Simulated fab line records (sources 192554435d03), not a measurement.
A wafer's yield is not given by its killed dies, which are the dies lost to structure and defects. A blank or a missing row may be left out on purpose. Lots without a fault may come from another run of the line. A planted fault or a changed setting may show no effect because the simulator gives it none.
Matching of chambers	flow n5 finfet	N5_BEOL_M3_DEP_57 on pecvd-02 has 3 sister chambers
The step deposits SiCN from 3MS/NH3, target thk 8 nm, time 14 s. 3 wafers are shown with their chamber, then 11 later ones without.

== EACH WAFER AND ITS CHAMBER ==
wafer	chamber	throttle valve pct (%)
L093.1	0	9.3
L093.2	1	8.8
L091.1	2	8.8

== WAFERS WITHOUT THEIR CHAMBER ==
wafer	throttle valve pct (%)
L091.3	9.0
L091.6	8.8
L092.2	8.5
L092.4	8.7
L092.6	8.7
L094.1	9.2
L094.2	8.9
L094.6	9.2
L097.2	9.5
L097.4	8.7
L097.6	8.9

== WHICH CHAMBER EACH WENT THROUGH ==
wafer	from the rows above	in truth
L091.3	can't be placed: 1 or 2 or 0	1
L091.6	can't be placed: 1 or 2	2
L092.2	can't be placed: 1 or 2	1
L092.4	can't be placed: 1 or 2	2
L092.6	can't be placed: 1 or 2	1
L094.1	0	0
L094.2	can't be placed: 1 or 2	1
L094.6	0	0
L097.2	0	0
L097.4	can't be placed: 1 or 2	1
L097.6	can't be placed: 1 or 2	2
Correct placement for 3 of the 11. Unplaceable from these rows: 8, with the true chamber sitting among the candidates in 8. Placed wrongly: 0.
How it was worked out, from the rows above alone: a wafer's distance from a chamber is the root of the sum, over the readings, of the square of ((its reading less the chamber's mean) divided by the reading's scatter). The wafer belongs to the nearest chamber; if the next one is less than 2 further off, it can't be placed. For every chamber, the mean is computed from those of its wafers that are shown. The scatter: root of mean squared gap, hidden wafer to nearest shown wafer, with one shown wafer a chamber.
